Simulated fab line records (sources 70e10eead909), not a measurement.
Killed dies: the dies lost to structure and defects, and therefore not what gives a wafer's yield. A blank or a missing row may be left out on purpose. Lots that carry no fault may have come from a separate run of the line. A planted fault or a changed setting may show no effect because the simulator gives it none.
What tool caused it? | flow nand-harc | Sampling: 13 lots, 39 wafers, 4 of 1159 route steps

== WHAT EACH GAUGE READ, for each wafer ==
NHARC_P_GATE_CD_MEAS_59: the cd target is 720 nm.
lot  | measured     | on        | cd-nm (nm)
L644 | day 5 03:07  | cd-sem-02 | 720.0 718.1 718.8
L645 | day 5 13:04  | cd-sem-03 | 721.8 719.2 722.7
L646 | day 5 16:37  | cd-sem-01 | 721.5 718.9 721.1
L648 | day 6 05:43  | cd-sem-02 | 721.4 722.8 719.4
L651 | day 7 00:05  | cd-sem-01 | 720.8 718.9 720.1
L652 | day 7 05:58  | cd-sem-03 | 713.4 718.2 715.7
L655 | day 8 10:37  | cd-sem-03 | 717.8 721.5 720.1
L654 | day 8 11:47  | cd-sem-03 | 720.5 719.5 719.2
L657 | day 8 17:40  | cd-sem-01 | - - -
L659 | day 9 01:56  | cd-sem-01 | 722.4 718.8 719.6
L661 | day 9 13:19  | cd-sem-02 | 716.6 717.3 719.4
L667 | day 10 20:06 | cd-sem-02 | 724.1 723.3 719.3
L666 | day 10 20:52 | cd-sem-03 | 718.5 718.3 716.5

== TOOL THAT RAN EACH LOT (tool first, then ch and the chambers of the sampled wafers, then the start) ==
lot  | NHARC_P_GATE_ALD_36               | NHARC_P_GATE_ETCHBACK_37                      | NHARC_P_GATE_EXPOSE_56
L644 | ald-sin-04 ch 1,2,3, day 4 15:50  | rie-diel-05 ch 0,2, day 5 02:58 or earlier    | krf-scanner-01 ch 0, day 5 02:58
L645 | ald-sin-02 ch 0,1,2, day 5 00:01  | rie-diel-05 ch 0,1,3, day 5 12:55 or earlier  | krf-scanner-03 ch 0, day 5 12:55
L646 | ald-sin-03 ch 0,3, day 5 04:22    | rie-diel-05 ch 0,1, day 5 16:28 or earlier    | krf-scanner-03 ch 0, day 5 16:28
L648 | ald-sin-02 ch 0,1,3, day 5 17:32  | rie-diel-13 ch 0,1,2, day 6 05:34 or earlier  | krf-scanner-01 ch 0, day 6 05:34
L651 | ald-sin-02 ch 0,1,3, day 6 11:53  | rie-diel-13 ch 0,1,3, day 6 23:55 or earlier  | krf-scanner-01 ch 0, day 6 23:55
L652 | ald-sin-04 ch 1,3, day 6 17:52    | rie-diel-13 ch 0,2,3, day 7 05:49 or earlier  | krf-scanner-01 ch 0, day 7 05:49
L655 | ald-sin-02 ch 0,1,3, day 7 22:21  | rie-diel-13 ch 1,2,3, day 8 10:27 or earlier  | krf-scanner-02 ch 0, day 8 10:27
L654 | ald-sin-04 ch 0,1, day 8 00:25    | rie-diel-13 ch 0,2,3, day 8 11:38 or earlier  | krf-scanner-03 ch 0, day 8 11:38
L657 | ald-sin-04 ch 0,2,3, day 8 05:42  | rie-diel-05 ch 0,2,3, day 8 17:30 or earlier  | krf-scanner-01 ch 0, day 8 17:30
L659 | ald-sin-03 ch 0,3, day 8 14:52    | rie-diel-13 ch 0,2,3, day 9 01:47 or earlier  | krf-scanner-01 ch 0, day 9 01:47
L661 | ald-sin-03 ch 1,2,3, day 9 01:04  | rie-diel-07 ch 0,1,2, day 9 13:09 or earlier  | krf-scanner-01 ch 0, day 9 13:09
L667 | ald-sin-03 ch 0,2, day 10 07:47   | rie-diel-05 ch 0,2,3, day 10 19:56 or earlier | krf-scanner-02 ch 0, day 10 19:56
L666 | ald-sin-04 ch 0,2,3, day 10 09:34 | rie-diel-05 ch 0,2, day 10 20:43 or earlier   | krf-scanner-01 ch 0, day 10 20:43
- NHARC_P_GATE_ALD_36: deposits SiNx, target thk 20 nm, pulse time 60 s, ald cycles 223.
- NHARC_P_GATE_ETCHBACK_37: etches the open film in CHF3/O2, target depth 34.5 nm, time 17.2 s.
- NHARC_P_GATE_EXPOSE_56: exposes mask P PSD, target cd 720 nm.

== WHAT THE TOOLS THEMSELVES READ (means of the sampled wafers that have a number; where no wafer has one, the mark that the record gives instead) ==
NHARC_P_GATE_ALD_36.
lot  | tool       | heater-power-w (W) | precursor-pulse-height-rel
L644 | ald-sin-04 | 806                | 0.993
L645 | ald-sin-02 | 904                | 0.997
L646 | ald-sin-03 | 832                | 1.012
L648 | ald-sin-02 | 974                | 1.002
L651 | ald-sin-02 | 967                | 1.010
L652 | ald-sin-04 | 780                | 1.007
L655 | ald-sin-02 | 955                | 1.003
L654 | ald-sin-04 | 880                | 0.986
L657 | ald-sin-04 | 853                | 0.980
L659 | ald-sin-03 | 920                | 1.000
L661 | ald-sin-03 | 821                | 1.007
L667 | ald-sin-03 | 912                | 0.992
L666 | ald-sin-04 | 852                | 1.006

NHARC_P_GATE_ETCHBACK_37.
lot  | tool        | bias-w (W) | chf3-flow-sccm (sccm) | drypump-motor-current-A (A) | oes-product-au (a.u.) | rf-vpp-V (V) | showerhead-plenum-p-Torr (Torr) | throttle-valve-pct (%)
L644 | rie-diel-05 | 199.6      | 50.06                 | 6.1                         | 0.93                  | 370.2        | 2.36                            | 20.573
L645 | rie-diel-05 | 199.8      | 50.02                 | 5.3                         | 1.01                  | 371.9        | 2.45                            | 20.577
L646 | rie-diel-05 | 200.0      | 50.05                 | 5.3                         | 0.92                  | 371.7        | 2.47                            | 20.574
L648 | rie-diel-13 | 199.7      | 49.93                 | 5.7                         | 1.00                  | 374.9        | 2.56                            | 20.571
L651 | rie-diel-13 | 200.0      | 49.97                 | 5.6                         | 0.92                  | 373.6        | 2.56                            | 20.578
L652 | rie-diel-13 | 200.5      | 49.94                 | 5.7                         | 0.92                  | 374.1        | 2.56                            | 20.571
L655 | rie-diel-13 | 199.8      | 50.00                 | 5.7                         | 1.00                  | 373.8        | 2.54                            | 20.578
L654 | rie-diel-13 | 200.0      | 50.14                 | 5.7                         | 0.92                  | 373.8        | 2.56                            | 20.575
L657 | rie-diel-05 | 199.8      | 50.18                 | 5.7                         | 1.00                  | 370.7        | 2.38                            | 20.566
L659 | rie-diel-13 | 199.8      | 50.11                 | 5.8                         | 1.00                  | 373.4        | 2.56                            | 20.575
L661 | rie-diel-07 | 200.2      | 50.11                 | 6.1                         | 0.99                  | 370.8        | 2.41                            | 20.564
L667 | rie-diel-05 | 199.6      | 49.88                 | 5.7                         | 0.93                  | 370.0        | 2.38                            | 20.573
L666 | rie-diel-05 | 200.2      | 50.20                 | 5.7                         | 0.91                  | 371.5        | 2.40                            | 20.576

== THE ANSWER, worked out from the rows above alone ==
Rule: what is usual is taken from the lots themselves. Put in order of their means at a reading, lots are off if they are a third of the lots or fewer, leave a main group of 4 or more, and stand apart from it by a gap of 3 or more times the standard deviation of the main group's means; of several such gaps the widest counts. Not used: any main group whose means are identical at the precision the tables above print for the reading. A lot without any number at a reading at which 4 lots or more have one is off too. Where the step has rows for the other lots, those lots are counted as sound. First the gauges in route order, then the tools' own readings, where a lot's mean is used as printed above. At the first step where some lot is off, the reading lying furthest off is the one used; lots without a number count as furthest.
Off, at NHARC_P_GATE_CD_MEAS_59 on cd-nm: L657. Without a number there: L657. For the main group the mean is 719.6 nm and the standard deviation 1.7.
If a tool, at a process step before that reading, ran all the lots that are off and no sound lot after the first of them, it fits. The gauges at NHARC_P_GATE_CD_MEAS_59 are tried like those tools. NHARC_P_GATE_ETCHBACK_37: start missing for some lots; hours and lot order therefore follow NHARC_P_GATE_EXPOSE_56. No candidate that was tried fits.

== WHAT THE SIMULATOR HAD INSERTED ==
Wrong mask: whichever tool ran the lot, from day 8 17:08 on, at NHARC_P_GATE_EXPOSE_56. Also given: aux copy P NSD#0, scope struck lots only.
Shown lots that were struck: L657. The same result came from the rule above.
